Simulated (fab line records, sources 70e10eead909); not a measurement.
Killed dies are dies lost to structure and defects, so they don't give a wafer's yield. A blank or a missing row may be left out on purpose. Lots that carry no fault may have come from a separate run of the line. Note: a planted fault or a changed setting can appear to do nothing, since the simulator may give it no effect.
Chamber matching | flow nand_harc | NHARC_THIN_TSV_CMP_01 on cmp-04: 4 sister chambers
The step polishes. 7 wafers are shown with their chamber, then 7 later ones without.

## WAFERS WITH THEIR CHAMBER
wafer  | chamber | motor_current_A (A)
L570.1 | 0       | 9.5
L572.2 | 3       | 12.6
L576.1 | 1       | 14.2
L576.2 | 3       | 12.4
L576.6 | 2       | 10.1
L582.2 | 2       | 9.8
L582.4 | 1       | 13.2

## WAFERS WITH NO CHAMBER GIVEN
wafer  | motor_current_A (A)
L582.5 | 10.0
L583.1 | 12.8
L583.2 | 10.1
L583.5 | 10.0
L581.1 | 9.8
L581.3 | 13.0
L581.6 | 13.0

## WHICH CHAMBER EACH ONE RAN IN
wafer  | from the rows above     | in truth
L582.5 | can't be placed: 2 or 0 | 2
L583.1 | can't be placed: 3 or 1 | 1
L583.2 | can't be placed: 2 or 0 | 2
L583.5 | can't be placed: 2 or 0 | 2
L581.1 | can't be placed: 2 or 0 | 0
L581.3 | can't be placed: 3 or 1 | 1
L581.6 | can't be placed: 3 or 1 | 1
Correct placement for 0 of the 7. From these rows, 7 cannot be placed; in 7 the true chamber is one of the candidates. Number placed wrongly: 0.
How it was worked out, from the rows above alone: a wafer's distance from a chamber is the root of the sum, over the readings, of the square of ((its reading less the chamber's mean) divided by the reading's scatter). The wafer belongs to the nearest chamber; if the next one is less than 2 further off, it can't be placed. The mean given for a chamber averages the wafers shown for that chamber. The scatter is the square root of a quotient: the sum, over the shown wafers, of each reading's squared deviation from its chamber's mean, divided by wafers minus chambers.
